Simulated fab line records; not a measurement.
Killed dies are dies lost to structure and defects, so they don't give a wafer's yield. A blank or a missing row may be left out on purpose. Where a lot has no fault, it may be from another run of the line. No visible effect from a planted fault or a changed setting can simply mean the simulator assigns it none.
Matching of chambers + flow nand harc + pecvd-02 running NHARC_P_M1_DEP_33: 3 sister chambers
The step deposits SiCN, target thk 30 nm. 14 wafers are shown with their chamber, then 7 later ones without.

== WAFERS PAIRED WITH THEIR CHAMBERS ==
| wafer  | chamber | heater power w (W) |
|--------|---------|--------------------|
| L161.1 | 2       | 632                |
| L161.3 | 0       | 520                |
| L161.6 | 1       | 748                |
| L163.4 | 2       | 590                |
| L163.5 | 0       | 539                |
| L163.6 | 1       | 706                |
| L171.1 | 2       | 593                |
| L171.5 | 0       | 563                |
| L171.6 | 2       | 589                |
| L177.2 | 2       | 557                |
| L177.3 | 0       | 568                |
| L177.6 | 2       | 553                |
| L178.1 | 2       | 579                |
| L178.4 | 1       | 647                |

SIGNATURES (means of the wafers above)
| reading        | chamber 0 | chamber 1 | chamber 2 | scatter within a chamber |
|----------------|-----------|-----------|-----------|--------------------------|
| heater power w | 547.50    | 700.33    | 584.71    | 31.3                     |
Rule: distance of a wafer from a chamber = root of the sum over the readings of ((wafer's reading minus chamber's mean) / reading's scatter) squared. If the next closest chamber is less than 2 further off than the closest, the wafer can't be placed; otherwise it belongs to the closest. The scatter: take each reading less its chamber's mean, square it, sum over the shown wafers, divide by the number of wafers less the number of chambers, and take the root.

== WAFERS WHOSE CHAMBER IS MISSING ==
| wafer  | heater power w (W) |
|--------|--------------------|
| L178.5 | 459                |
| L180.2 | 489                |
| L180.4 | 504                |
| L180.6 | 570                |
| L183.2 | 503                |
| L183.3 | 587                |
| L183.5 | 504                |

== CHAMBER TAKEN BY EACH ==
| wafer  | from the rows above     | in truth |
|--------|-------------------------|----------|
| L178.5 | can't be placed: 0 or 2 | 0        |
| L180.2 | can't be placed: 0 or 2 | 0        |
| L180.4 | can't be placed: 0 or 2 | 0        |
| L180.6 | can't be placed: 2 or 0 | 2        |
| L183.2 | can't be placed: 0 or 2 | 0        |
| L183.3 | can't be placed: 2 or 0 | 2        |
| L183.5 | can't be placed: 0 or 2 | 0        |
Correctly placed: 0 of 7. Unplaceable from these rows: 7, with the true chamber sitting among the candidates in 7. Number placed wrongly: 0.
